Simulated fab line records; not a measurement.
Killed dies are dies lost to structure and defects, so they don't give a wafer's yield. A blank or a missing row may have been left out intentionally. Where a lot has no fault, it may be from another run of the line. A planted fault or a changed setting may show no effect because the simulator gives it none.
Which tool did it? :: flow nand-harc :: 72 wafers from 24 lots sampled at 6 of the route's 1302 steps

## WHAT THE GAUGES SHOWED, per wafer
NHARC_P_BONDPAD_OVL_MEAS_38.
lot: L075
measured: day 7 03:28
on: overlay-01
overlay-x-nm (nm): -12 -12 -11
overlay-y-nm (nm): -5 -5 -5

lot: L074
measured: day 7 04:13
on: overlay-01
overlay-x-nm (nm): 7 7 7
overlay-y-nm (nm): -3 -3 -3

lot: L076
measured: day 7 15:50
on: overlay-01
overlay-x-nm (nm): -7 -7 -7
overlay-y-nm (nm): 0 -1 0

lot: L077
measured: day 8 08:37
on: overlay-01
overlay-x-nm (nm): -6 -6 -7
overlay-y-nm (nm): 11 12 12

lot: L078
measured: day 8 13:34
on: overlay-02
overlay-x-nm (nm): 8 9 8
overlay-y-nm (nm): 2 1 2

lot: L079
measured: day 8 19:25
on: overlay-01
overlay-x-nm (nm): 7 7 7
overlay-y-nm (nm): 5 5 6

lot: L080
measured: day 9 03:34
on: overlay-02
overlay-x-nm (nm): -8 -8 -8
overlay-y-nm (nm): -13 -14 -13

lot: L081
measured: day 9 10:12
on: overlay-02
overlay-x-nm (nm): -6 -5 -6
overlay-y-nm (nm): 7 6 6

lot: L082
measured: day 9 20:59
on: overlay-02
overlay-x-nm (nm): 14 14 14
overlay-y-nm (nm): -3 -3 -3

lot: L083
measured: day 10 09:41
on: overlay-02
overlay-x-nm (nm): -5 -5 -5
overlay-y-nm (nm): -1 -2 -2

lot: L084
measured: day 10 21:05
on: overlay-01
overlay-x-nm (nm): -3 -3 -3
overlay-y-nm (nm): 5 5 6

lot: L085
measured: day 11 04:24
on: overlay-02
overlay-x-nm (nm): 4 3 3
overlay-y-nm (nm): 3 4 4

lot: L086
measured: day 11 10:55
on: overlay-02
overlay-x-nm (nm): -1 -1 -1
overlay-y-nm (nm): -8 -8 -8

lot: L087
measured: day 12 14:44
on: overlay-02
overlay-x-nm (nm): -8 -8 -7
overlay-y-nm (nm): -1 -1 -2

lot: L089
measured: day 12 15:43
on: overlay-02
overlay-x-nm (nm): 0 0 0
overlay-y-nm (nm): 5 6 6

lot: L088
measured: day 12 17:24
on: overlay-01
overlay-x-nm (nm): 4 4 4
overlay-y-nm (nm): 1 0 0

lot: L090
measured: day 13 10:29
on: overlay-02
overlay-x-nm (nm): -6 -7 -6
overlay-y-nm (nm): 6 5 5

lot: L091
measured: day 13 15:02
on: overlay-02
overlay-x-nm (nm): 3 3 2
overlay-y-nm (nm): -11 -10 -11

lot: L092
measured: day 14 00:55
on: overlay-02
overlay-x-nm (nm): 2 2 2
overlay-y-nm (nm): -12 -12 -12

lot: L093
measured: day 14 09:43
on: overlay-02
overlay-x-nm (nm): -2 -3 -2
overlay-y-nm (nm): 6 6 5

lot: L094
measured: day 15 04:35
on: overlay-01
overlay-x-nm (nm): -5 -4 -4
overlay-y-nm (nm): -4 -4 -3

lot: L095
measured: day 15 09:22
on: overlay-01
overlay-x-nm (nm): 8 7 8
overlay-y-nm (nm): -1 -1 -1

lot: L096
measured: day 15 14:07
on: overlay-01
overlay-x-nm (nm): 4 3 3
overlay-y-nm (nm): -16 -15 -15

lot: L097
measured: day 16 04:46
on: overlay-02
overlay-x-nm (nm): 1 2 1
overlay-y-nm (nm): 3 3 3

NHARC_A_ONON_D1_THK_MEAS_05: measures by ellipsometry.
lot: L075
measured: day 8 10:39
on: film-metro-02
thk-nm (nm): 1008 1006 1008

lot: L074
measured: day 8 10:40
on: film-metro-01
thk-nm (nm): 983 984 982

lot: L076
measured: day 9 01:14
on: film-metro-02
thk-nm (nm): 997 1000 997

lot: L077
measured: day 9 11:44
on: film-metro-02
thk-nm (nm): 1007 1008 1008

lot: L078
measured: day 9 16:33
on: film-metro-01
thk-nm (nm): 1001 999 998

lot: L079
measured: day 9 22:17
on: film-metro-02
thk-nm (nm): 1002 1001 1001

lot: L080
measured: day 10 06:34
on: film-metro-01
thk-nm (nm): 996 995 996

lot: L081
measured: day 10 16:04
on: film-metro-01
thk-nm (nm): 991 992 991

lot: L082
measured: day 11 03:08
on: film-metro-01
thk-nm (nm): 1018 1021 1020

lot: L083
measured: day 11 12:52
on: film-metro-02
thk-nm (nm): 1009 1011 1008

lot: L084
measured: day 11 23:59
on: film-metro-01
thk-nm (nm): 997 1000 1000

lot: L085
measured: day 12 08:15
on: film-metro-01
thk-nm (nm): 994 994 994

lot: L086
measured: day 12 16:23
on: film-metro-02
thk-nm (nm): 999 999 999

lot: L087
measured: day 13 18:04
on: film-metro-02
thk-nm (nm): 982 982 981

lot: L089
measured: day 13 17:57
on: film-metro-01
thk-nm (nm): 998 997 1000

lot: L088
measured: day 13 17:57
on: film-metro-02
thk-nm (nm): 1011 1011 1013

lot: L090
measured: day 14 13:34
on: film-metro-01
thk-nm (nm): 997 1000 997

lot: L091
measured: day 14 20:46
on: film-metro-01
thk-nm (nm): 996 996 995

lot: L092
measured: day 15 05:31
on: film-metro-02
thk-nm (nm): 1020 1021 1020

lot: L093
measured: day 15 12:20
on: film-metro-02
thk-nm (nm): 999 999 1000

lot: L094
measured: day 16 07:38
on: film-metro-01
thk-nm (nm): 989 989 989

lot: L095
measured: day 16 11:49
on: film-metro-02
thk-nm (nm): 1002 1003 1002

lot: L096
measured: day 16 17:23
on: film-metro-01
thk-nm (nm): 996 998 998

lot: L097
measured: day 17 12:06
on: film-metro-01
thk-nm (nm): 991 991 991

NHARC_A_ONON_D2_THK_MEAS_30: measures by ellipsometry.
lot: L075
measured: day 13 11:17
on: film-metro-01
thk-nm (nm): 979 979 979

lot: L074
measured: day 13 11:19
on: film-metro-01
thk-nm (nm): 1005 1006 1005

lot: L076
measured: day 14 07:14
on: film-metro-02
thk-nm (nm): 1018 1020 1019

lot: L077
measured: day 14 15:25
on: film-metro-02
thk-nm (nm): 992 992 993

lot: L078
measured: day 14 15:37
on: film-metro-01
thk-nm (nm): 1005 1005 1006

lot: L079
measured: day 14 15:25
on: film-metro-01
thk-nm (nm): 1014 1013 1013

lot: L080
measured: day 15 08:22
on: film-metro-01
thk-nm (nm): 1008 1008 1007

lot: L081
measured: day 15 19:45
on: film-metro-01
thk-nm (nm): 999 1000 1001

lot: L082
measured: day 16 08:33
on: film-metro-02
thk-nm (nm): 1005 1005 1006

lot: L083
measured: day 17 00:03
on: film-metro-01
thk-nm (nm): 1008 1006 1006

lot: L084
measured: day 17 08:47
on: film-metro-02
thk-nm (nm): 999 1002 1001

lot: L085
measured: day 17 08:47
on: film-metro-01
thk-nm (nm): 990 988 989

lot: L086
measured: day 18 12:47
on: film-metro-01
thk-nm (nm): 1012 1012 1012

lot: L087
measured: day 18 21:36
on: film-metro-02
thk-nm (nm): 995 993 993

lot: L089
measured: day 18 21:34
on: film-metro-01
thk-nm (nm): 1005 1005 1005

lot: L088
measured: day 18 21:35
on: film-metro-01
thk-nm (nm): 995 997 1000

lot: L090
measured: day 19 19:15
on: film-metro-02
thk-nm (nm): 1006 1006 1005

lot: L091
measured: day 20 01:11
on: film-metro-02
thk-nm (nm): 979 978 980

lot: L092
measured: day 20 01:02
on: film-metro-01
thk-nm (nm): 1010 1008 1009

lot: L093
measured: day 20 11:02
on: film-metro-02
thk-nm (nm): 1011 1011 1012

lot: L094
measured: day 21 12:59
on: film-metro-01
thk-nm (nm): 981 978 979

lot: L095
measured: day 21 12:59
on: film-metro-02
thk-nm (nm): 997 995 995

lot: L096
measured: day 21 19:07
on: film-metro-02
thk-nm (nm): 1009 1008 1008

lot: L097
measured: day 22 14:08
on: film-metro-02
thk-nm (nm): 1002 1000 1002

## WHAT TOOL EACH LOT RAN ON (gives the tool, then ch and the chambers of the sampled wafers, and finally the start)
lot: L075
NHARC_P_M2_PRE_CLEAN_30: pvd-sputter-03, day 7 03:28 or earlier
NHARC_P_BONDPAD_ETCH_24: rie-diel-11 ch 2,3, day 7 04:09
NHARC_A_DECK1_JOINT_CMP_02: cmp-04 ch 1,2,3, day 12 21:26

lot: L074
NHARC_P_M2_PRE_CLEAN_30: pvd-sputter-01, day 7 04:13 or earlier
NHARC_P_BONDPAD_ETCH_24: rie-diel-01 ch 0,3, day 8 10:40 or earlier
NHARC_A_DECK1_JOINT_CMP_02: cmp-02 ch 2,3, day 12 21:26

lot: L076
NHARC_P_M2_PRE_CLEAN_30: pvd-sputter-01, day 7 15:50 or earlier
NHARC_P_BONDPAD_ETCH_24: rie-diel-13 ch 1,2,3, day 9 01:14 or earlier
NHARC_A_DECK1_JOINT_CMP_02: cmp-01 ch 1,2,3, day 13 13:37

lot: L077
NHARC_P_M2_PRE_CLEAN_30: pvd-sputter-02, day 8 08:37 or earlier
NHARC_P_BONDPAD_ETCH_24: rie-diel-11 ch 0,1,3, day 9 11:44 or earlier
NHARC_A_DECK1_JOINT_CMP_02: cmp-02 ch 0,2, day 14 01:44

lot: L078
NHARC_P_M2_PRE_CLEAN_30: pvd-sputter-02, day 8 13:34 or earlier
NHARC_P_BONDPAD_ETCH_24: rie-diel-13 ch 0,2,3, day 9 16:33 or earlier
NHARC_A_DECK1_JOINT_CMP_02: cmp-04 ch 0,3, day 14 01:42

lot: L079
NHARC_P_M2_PRE_CLEAN_30: pvd-sputter-01, day 8 19:25 or earlier
NHARC_P_BONDPAD_ETCH_24: rie-diel-01 ch 0,3, day 9 22:17 or earlier
NHARC_A_DECK1_JOINT_CMP_02: cmp-01 ch 1,2,3, day 14 01:42

lot: L080
NHARC_P_M2_PRE_CLEAN_30: pvd-sputter-02, day 9 03:34 or earlier
NHARC_P_BONDPAD_ETCH_24: rie-diel-11 ch 0,2,3, day 10 06:34 or earlier
NHARC_A_DECK1_JOINT_CMP_02: cmp-01 ch 0,1,2, day 14 17:44

lot: L081
NHARC_P_M2_PRE_CLEAN_30: pvd-sputter-03, day 9 10:12 or earlier
NHARC_P_BONDPAD_ETCH_24: rie-diel-11 ch 2,3, day 9 10:54
NHARC_A_DECK1_JOINT_CMP_02: cmp-04 ch 0,1,2, day 15 03:28

lot: L082
NHARC_P_M2_PRE_CLEAN_30: pvd-sputter-03, day 9 20:59 or earlier
NHARC_P_BONDPAD_ETCH_24: rie-diel-13 ch 0,1,3, day 11 03:08 or earlier
NHARC_A_DECK1_JOINT_CMP_02: cmp-04 ch 0,1,2, day 15 19:22

lot: L083
NHARC_P_M2_PRE_CLEAN_30: pvd-sputter-02, day 10 09:41 or earlier
NHARC_P_BONDPAD_ETCH_24: rie-diel-13 ch 0,2,3, day 11 12:52 or earlier
NHARC_A_DECK1_JOINT_CMP_02: cmp-04 ch 1,2, day 16 07:18

lot: L084
NHARC_P_M2_PRE_CLEAN_30: pvd-sputter-02, day 10 21:05 or earlier
NHARC_P_BONDPAD_ETCH_24: rie-diel-01 ch 0,1,2, day 11 23:59 or earlier
NHARC_A_DECK1_JOINT_CMP_02: cmp-02 ch 0,1,3, day 16 16:29

lot: L085
NHARC_P_M2_PRE_CLEAN_30: pvd-sputter-02, day 11 04:24 or earlier
NHARC_P_BONDPAD_ETCH_24: rie-diel-11 ch 0,1, day 12 08:15 or earlier
NHARC_A_DECK1_JOINT_CMP_02: cmp-04 ch 2,3, day 16 19:40

lot: L086
NHARC_P_M2_PRE_CLEAN_30: pvd-sputter-01, day 11 10:55 or earlier
NHARC_P_BONDPAD_ETCH_24: rie-diel-11 ch 0,1,2, day 12 16:23 or earlier
NHARC_A_DECK1_JOINT_CMP_02: cmp-04 ch 1,2,3, day 17 20:26

lot: L087
NHARC_P_M2_PRE_CLEAN_30: pvd-sputter-01, day 12 14:44 or earlier
NHARC_P_BONDPAD_ETCH_24: rie-diel-01 ch 1,2,3, day 13 18:04 or earlier
NHARC_A_DECK1_JOINT_CMP_02: cmp-01 ch 1,2,3, day 18 07:28

lot: L089
NHARC_P_M2_PRE_CLEAN_30: pvd-sputter-03, day 12 15:43 or earlier
NHARC_P_BONDPAD_ETCH_24: rie-diel-13 ch 1,2,3, day 13 17:57 or earlier
NHARC_A_DECK1_JOINT_CMP_02: cmp-04 ch 0,1,2, day 18 07:29

lot: L088
NHARC_P_M2_PRE_CLEAN_30: pvd-sputter-01, day 12 17:24 or earlier
NHARC_P_BONDPAD_ETCH_24: rie-diel-13 ch 1,2,3, day 13 17:57 or earlier
NHARC_A_DECK1_JOINT_CMP_02: cmp-02 ch 0,1,2, day 18 07:34

lot: L090
NHARC_P_M2_PRE_CLEAN_30: pvd-sputter-01, day 13 10:29 or earlier
NHARC_P_BONDPAD_ETCH_24: rie-diel-11 ch 2,3, day 14 13:34 or earlier
NHARC_A_DECK1_JOINT_CMP_02: cmp-04 ch 1,2,3, day 19 06:01

lot: L091
NHARC_P_M2_PRE_CLEAN_30: pvd-sputter-02, day 13 15:02 or earlier
NHARC_P_BONDPAD_ETCH_24: rie-diel-11 ch 1,2,3, day 14 20:46 or earlier
NHARC_A_DECK1_JOINT_CMP_02: cmp-02 ch 0,2, day 19 11:34

lot: L092
NHARC_P_M2_PRE_CLEAN_30: pvd-sputter-01, day 14 00:55 or earlier
NHARC_P_BONDPAD_ETCH_24: rie-diel-01 ch 0,1,3, day 15 05:31 or earlier
NHARC_A_DECK1_JOINT_CMP_02: cmp-04 ch 0,1, day 19 11:35

lot: L093
NHARC_P_M2_PRE_CLEAN_30: pvd-sputter-02, day 14 09:43 or earlier
NHARC_P_BONDPAD_ETCH_24: rie-diel-11 ch 1,2,3, day 15 12:20 or earlier
NHARC_A_DECK1_JOINT_CMP_02: cmp-04 ch 1,2, day 19 21:31

lot: L094
NHARC_P_M2_PRE_CLEAN_30: pvd-sputter-02, day 15 04:35 or earlier
NHARC_P_BONDPAD_ETCH_24: rie-diel-01 ch 0,1,3, day 16 07:38 or earlier
NHARC_A_DECK1_JOINT_CMP_02: cmp-02 ch 0,1, day 20 21:32

lot: L095
NHARC_P_M2_PRE_CLEAN_30: pvd-sputter-01, day 15 09:22 or earlier
NHARC_P_BONDPAD_ETCH_24: rie-diel-11 ch 1,2,3, day 16 11:49 or earlier
NHARC_A_DECK1_JOINT_CMP_02: cmp-04 ch 0,2, day 20 23:23

lot: L096
NHARC_P_M2_PRE_CLEAN_30: pvd-sputter-03, day 15 14:07 or earlier
NHARC_P_BONDPAD_ETCH_24: rie-diel-01 ch 0,1,2, day 16 17:23 or earlier
NHARC_A_DECK1_JOINT_CMP_02: cmp-04 ch 1,2,3, day 21 05:35

lot: L097
NHARC_P_M2_PRE_CLEAN_30: pvd-sputter-02, day 16 04:46 or earlier
NHARC_P_BONDPAD_ETCH_24: rie-diel-11 ch 0,1,3, day 17 12:06 or earlier
NHARC_A_DECK1_JOINT_CMP_02: cmp-02 ch 0,3, day 21 21:23
- NHARC_P_M2_PRE_CLEAN_30: time 30 s.
- NHARC_P_BONDPAD_ETCH_24: etches the open film in CF4/N2, target depth 30 nm, time 72.99 s.
- NHARC_A_DECK1_JOINT_CMP_02: polishes SiOx.

## AS READ BY THE TOOLS THEMSELVES (means over the sampled wafers that have a number; for cases with no such wafer, the mark the record gives instead)
NHARC_P_M2_PRE_CLEAN_30.
lot: L075
tool: pvd-sputter-03
heater-power-w (W): 408

lot: L074
tool: pvd-sputter-01
heater-power-w (W): 413

lot: L076
tool: pvd-sputter-01
heater-power-w (W): 416

lot: L077
tool: pvd-sputter-02
heater-power-w (W): 363

lot: L078
tool: pvd-sputter-02
heater-power-w (W): 422

lot: L079
tool: pvd-sputter-01
heater-power-w (W): 393

lot: L080
tool: pvd-sputter-02
heater-power-w (W): 416

lot: L081
tool: pvd-sputter-03
heater-power-w (W): 410

lot: L082
tool: pvd-sputter-03
heater-power-w (W): 465

lot: L083
tool: pvd-sputter-02
heater-power-w (W): 389

lot: L084
tool: pvd-sputter-02
heater-power-w (W): 395

lot: L085
tool: pvd-sputter-02
heater-power-w (W): 366

lot: L086
tool: pvd-sputter-01
heater-power-w (W): 412

lot: L087
tool: pvd-sputter-01
heater-power-w (W): 415

lot: L089
tool: pvd-sputter-03
heater-power-w (W): 468

lot: L088
tool: pvd-sputter-01
heater-power-w (W): 423

lot: L090
tool: pvd-sputter-01
heater-power-w (W): 402

lot: L091
tool: pvd-sputter-02
heater-power-w (W): 434

lot: L092
tool: pvd-sputter-01
heater-power-w (W): 406

lot: L093
tool: pvd-sputter-02
heater-power-w (W): 460

lot: L094
tool: pvd-sputter-02
heater-power-w (W): 424

lot: L095
tool: pvd-sputter-01
heater-power-w (W): 409

lot: L096
tool: pvd-sputter-03
heater-power-w (W): 408

lot: L097
tool: pvd-sputter-02
heater-power-w (W): 372

NHARC_P_BONDPAD_ETCH_24.
lot: L075
tool: rie-diel-11
bias-w (W): 100.08
drypump-motor-current-A (A): 6.1
n2-flow-sccm (sccm): 99.6
oes-product-au (a.u.): 1.010
rf-fwd-power-W (W): 299.3
rf-vpp-V (V): 312.9
showerhead-plenum-p-Torr (Torr): 2.54
throttle-valve-pct (%): 19.787

lot: L074
tool: rie-diel-01
bias-w (W): 99.85
drypump-motor-current-A (A): 6.2
n2-flow-sccm (sccm): 100.4
oes-product-au (a.u.): 0.989
rf-fwd-power-W (W): 296.1
rf-vpp-V (V): 314.8
showerhead-plenum-p-Torr (Torr): 2.68
throttle-valve-pct (%): 19.796

lot: L076
tool: rie-diel-13
bias-w (W): 100.13
drypump-motor-current-A (A): 6.1
n2-flow-sccm (sccm): 100.3
oes-product-au (a.u.): 1.007
rf-fwd-power-W (W): 297.7
rf-vpp-V (V): 314.0
showerhead-plenum-p-Torr (Torr): 2.63
throttle-valve-pct (%): 19.795

lot: L077
tool: rie-diel-11
bias-w (W): 100.04
drypump-motor-current-A (A): 6.2
n2-flow-sccm (sccm): 99.8
oes-product-au (a.u.): 1.003
rf-fwd-power-W (W): 297.5
rf-vpp-V (V): 314.0
showerhead-plenum-p-Torr (Torr): 2.60
throttle-valve-pct (%): 19.792

lot: L078
tool: rie-diel-13
bias-w (W): 100.10
drypump-motor-current-A (A): 6.1
n2-flow-sccm (sccm): 100.0
oes-product-au (a.u.): 1.005
rf-fwd-power-W (W): 297.1
rf-vpp-V (V): 315.1
showerhead-plenum-p-Torr (Torr): 2.68
throttle-valve-pct (%): 19.796

lot: L079
tool: rie-diel-01
bias-w (W): 100.08
drypump-motor-current-A (A): 5.7
n2-flow-sccm (sccm): 100.2
oes-product-au (a.u.): 0.994
rf-fwd-power-W (W): 295.9
rf-vpp-V (V): 316.3
showerhead-plenum-p-Torr (Torr): 2.74
throttle-valve-pct (%): 19.797

lot: L080
tool: rie-diel-11
bias-w (W): 100.06
drypump-motor-current-A (A): 5.9
n2-flow-sccm (sccm): 99.8
oes-product-au (a.u.): 1.015
rf-fwd-power-W (W): 297.6
rf-vpp-V (V): 313.5
showerhead-plenum-p-Torr (Torr): 2.57
throttle-valve-pct (%): 19.785

lot: L081
tool: rie-diel-11
bias-w (W): 100.18
drypump-motor-current-A (A): 5.9
n2-flow-sccm (sccm): 100.2
oes-product-au (a.u.): 1.010
rf-fwd-power-W (W): 298.0
rf-vpp-V (V): 313.2
showerhead-plenum-p-Torr (Torr): 2.56
throttle-valve-pct (%): 19.798

lot: L082
tool: rie-diel-13
bias-w (W): 99.85
drypump-motor-current-A (A): 6.0
n2-flow-sccm (sccm): 99.9
oes-product-au (a.u.): 0.982
rf-fwd-power-W (W): 298.0
rf-vpp-V (V): 316.0
showerhead-plenum-p-Torr (Torr): 2.67
throttle-valve-pct (%): 19.792

lot: L083
tool: rie-diel-13
bias-w (W): 100.13
drypump-motor-current-A (A): 6.1
n2-flow-sccm (sccm): 100.1
oes-product-au (a.u.): 0.999
rf-fwd-power-W (W): 297.1
rf-vpp-V (V): 314.5
showerhead-plenum-p-Torr (Torr): 2.68
throttle-valve-pct (%): 19.798

lot: L084
tool: rie-diel-01
bias-w (W): 99.89
drypump-motor-current-A (A): 6.0
n2-flow-sccm (sccm): 99.9
oes-product-au (a.u.): 0.992
rf-fwd-power-W (W): 296.5
rf-vpp-V (V): 312.1
showerhead-plenum-p-Torr (Torr): 2.52
throttle-valve-pct (%): 19.797

lot: L085
tool: rie-diel-11
bias-w (W): 100.11
drypump-motor-current-A (A): 6.0
n2-flow-sccm (sccm): 99.7
oes-product-au (a.u.): 0.997
rf-fwd-power-W (W): 297.7
rf-vpp-V (V): 313.4
showerhead-plenum-p-Torr (Torr): 2.62
throttle-valve-pct (%): 19.796

lot: L086
tool: rie-diel-11
bias-w (W): 99.88
drypump-motor-current-A (A): 6.0
n2-flow-sccm (sccm): 100.1
oes-product-au (a.u.): 1.006
rf-fwd-power-W (W): 297.9
rf-vpp-V (V): 313.3
showerhead-plenum-p-Torr (Torr): 2.62
throttle-valve-pct (%): 19.809

lot: L087
tool: rie-diel-01
bias-w (W): 99.85
drypump-motor-current-A (A): 5.6
n2-flow-sccm (sccm): 100.0
oes-product-au (a.u.): 1.002
rf-fwd-power-W (W): 297.1
rf-vpp-V (V): 313.0
showerhead-plenum-p-Torr (Torr): 2.59
throttle-valve-pct (%): 19.800

lot: L089
tool: rie-diel-13
bias-w (W): 99.97
drypump-motor-current-A (A): 6.1
n2-flow-sccm (sccm): 100.1
oes-product-au (a.u.): 0.997
rf-fwd-power-W (W): 296.7
rf-vpp-V (V): 313.9
showerhead-plenum-p-Torr (Torr): 2.63
throttle-valve-pct (%): 19.792

lot: L088
tool: rie-diel-13
bias-w (W): 99.90
drypump-motor-current-A (A): 6.1
n2-flow-sccm (sccm): 100.1
oes-product-au (a.u.): 0.991
rf-fwd-power-W (W): 298.6
rf-vpp-V (V): 314.0
showerhead-plenum-p-Torr (Torr): 2.63
throttle-valve-pct (%): 19.798

lot: L090
tool: rie-diel-11
bias-w (W): 100.29
drypump-motor-current-A (A): 5.9
n2-flow-sccm (sccm): 100.2
oes-product-au (a.u.): 1.007
rf-fwd-power-W (W): 298.3
rf-vpp-V (V): 313.7
showerhead-plenum-p-Torr (Torr): 2.56
throttle-valve-pct (%): 19.796

lot: L091
tool: rie-diel-11
bias-w (W): 99.82
drypump-motor-current-A (A): 6.2
n2-flow-sccm (sccm): 100.2
oes-product-au (a.u.): 1.004
rf-fwd-power-W (W): 298.3
rf-vpp-V (V): 312.6
showerhead-plenum-p-Torr (Torr): 2.59
throttle-valve-pct (%): 19.786

lot: L092
tool: rie-diel-01
bias-w (W): 100.29
drypump-motor-current-A (A): 5.8
n2-flow-sccm (sccm): 100.1
oes-product-au (a.u.): 1.002
rf-fwd-power-W (W): 297.0
rf-vpp-V (V): 314.1
showerhead-plenum-p-Torr (Torr): 2.64
throttle-valve-pct (%): 19.789

lot: L093
tool: rie-diel-11
bias-w (W): 99.74
drypump-motor-current-A (A): 6.2
n2-flow-sccm (sccm): 100.0
oes-product-au (a.u.): 1.002
rf-fwd-power-W (W): 297.7
rf-vpp-V (V): 312.6
showerhead-plenum-p-Torr (Torr): 2.59
throttle-valve-pct (%): 19.796

lot: L094
tool: rie-diel-01
bias-w (W): 100.01
drypump-motor-current-A (A): 5.8
n2-flow-sccm (sccm): 99.9
oes-product-au (a.u.): 0.997
rf-fwd-power-W (W): 296.8
rf-vpp-V (V): 313.9
showerhead-plenum-p-Torr (Torr): 2.64
throttle-valve-pct (%): 19.799

lot: L095
tool: rie-diel-11
bias-w (W): 100.10
drypump-motor-current-A (A): 6.2
n2-flow-sccm (sccm): 100.0
oes-product-au (a.u.): 1.003
rf-fwd-power-W (W): 297.5
rf-vpp-V (V): 313.6
showerhead-plenum-p-Torr (Torr): 2.59
throttle-valve-pct (%): 19.795

lot: L096
tool: rie-diel-01
bias-w (W): 100.18
drypump-motor-current-A (A): 6.0
n2-flow-sccm (sccm): 99.9
oes-product-au (a.u.): 0.996
rf-fwd-power-W (W): 297.4
rf-vpp-V (V): 312.3
showerhead-plenum-p-Torr (Torr): 2.52
throttle-valve-pct (%): 19.791

lot: L097
tool: rie-diel-11
bias-w (W): 100.12
drypump-motor-current-A (A): 6.2
n2-flow-sccm (sccm): 99.9
oes-product-au (a.u.): 1.002
rf-fwd-power-W (W): 297.0
rf-vpp-V (V): 313.0
showerhead-plenum-p-Torr (Torr): 2.59
throttle-valve-pct (%): 19.798

NHARC_A_DECK1_JOINT_CMP_02.
lot: L075
tool: cmp-04
motor-current-A (A): 10.9

lot: L074
tool: cmp-02
motor-current-A (A): 11.9

lot: L076
tool: cmp-01
motor-current-A (A): 11.6

lot: L077
tool: cmp-02
motor-current-A (A): 11.7

lot: L078
tool: cmp-04
motor-current-A (A): 11.8

lot: L079
tool: cmp-01
motor-current-A (A): 11.2

lot: L080
tool: cmp-01
motor-current-A (A): 12.7

lot: L081
tool: cmp-04
motor-current-A (A): 11.5

lot: L082
tool: cmp-04
motor-current-A (A): 11.3

lot: L083
tool: cmp-04
motor-current-A (A): 10.7

lot: L084
tool: cmp-02
motor-current-A (A): 11.2

lot: L085
tool: cmp-04
motor-current-A (A): 10.8

lot: L086
tool: cmp-04
motor-current-A (A): 10.8

lot: L087
tool: cmp-01
motor-current-A (A): 11.7

lot: L089
tool: cmp-04
motor-current-A (A): 11.5

lot: L088
tool: cmp-02
motor-current-A (A): 11.3

lot: L090
tool: cmp-04
motor-current-A (A): 10.9

lot: L091
tool: cmp-02
motor-current-A (A): 11.4

lot: L092
tool: cmp-04
motor-current-A (A): 12.5

lot: L093
tool: cmp-04
motor-current-A (A): 11.2

lot: L094
tool: cmp-02
motor-current-A (A): 11.2

lot: L095
tool: cmp-04
motor-current-A (A): 11.0

lot: L096
tool: cmp-04
motor-current-A (A): 11.1

lot: L097
tool: cmp-02
motor-current-A (A): 10.8

## THE ANSWER, worked out from the rows above alone
Rule: what is usual is taken from the lots themselves. The widest of any qualifying gaps counts: lots, ordered by their means at a reading, are off when they make up no more than a third of the lots, leave a main group of 4 or more, and stand apart from it by 3 or more times the standard deviation of that group's means. If all means in a main group match to the digits the tables above print for the reading, that group is not used. A lot without any number at a reading at which 4 lots or more have one is off too. Any other lot the step has rows for is counted as sound. After the gauges, taken in route order, come the tools' own readings; for these a lot's mean is taken, as printed above. The first step at which some lot is off is used, and at that step the reading that is off furthest; a lot without a number counts as furthest.
None of the lots is off at any reading shown; this tells nothing.

## WHAT THE SIMULATOR HAD PUT IN
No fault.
